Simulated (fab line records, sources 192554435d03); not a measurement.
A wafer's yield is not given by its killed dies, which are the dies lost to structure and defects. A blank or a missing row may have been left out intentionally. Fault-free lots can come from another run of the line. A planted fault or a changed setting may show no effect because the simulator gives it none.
Chamber matching -- flow n5_finfet -- N5_BEOL_M3_PRE_CLEAN_60 on cvd_co-02: 3 sister chambers
The step time 15 s. 3 wafers are shown with their chamber, then 9 later ones without.

WAFERS, EACH WITH ITS CHAMBER
wafer,chamber,heater_power_outer_w (W)
L081.4,2,12
L084.5,1,35
L084.6,0,19

WAFERS WHOSE CHAMBER IS MISSING
wafer,heater_power_outer_w (W)
L090.1,35
L090.3,12
L090.5,35
L088.2,34
L088.5,33
L088.6,19
L091.1,34
L091.2,12
L091.3,20

THE CHAMBER EACH PASSED THROUGH
wafer,from the rows above,in truth
L090.1,1,1
L090.3,2,2
L090.5,1,1
L088.2,1,1
L088.5,1,1
L088.6,0,0
L091.1,1,1
L091.2,2,2
L091.3,0,0
Correct placement for 9 of the 9. Not placeable from these rows: 0. Number placed wrongly: 0.
How it was worked out, from the rows above alone: a wafer's distance from a chamber is the root of the sum, over the readings, of the square of ((its reading less the chamber's mean) divided by the reading's scatter). The wafer belongs to the nearest chamber; if the next one is less than 2 further off, it can't be placed. For every chamber, the mean is computed from those of its wafers that are shown. The scatter (one wafer shown for each chamber): square how far every hidden wafer sits from the nearest shown wafer, average those squares and take the square root.
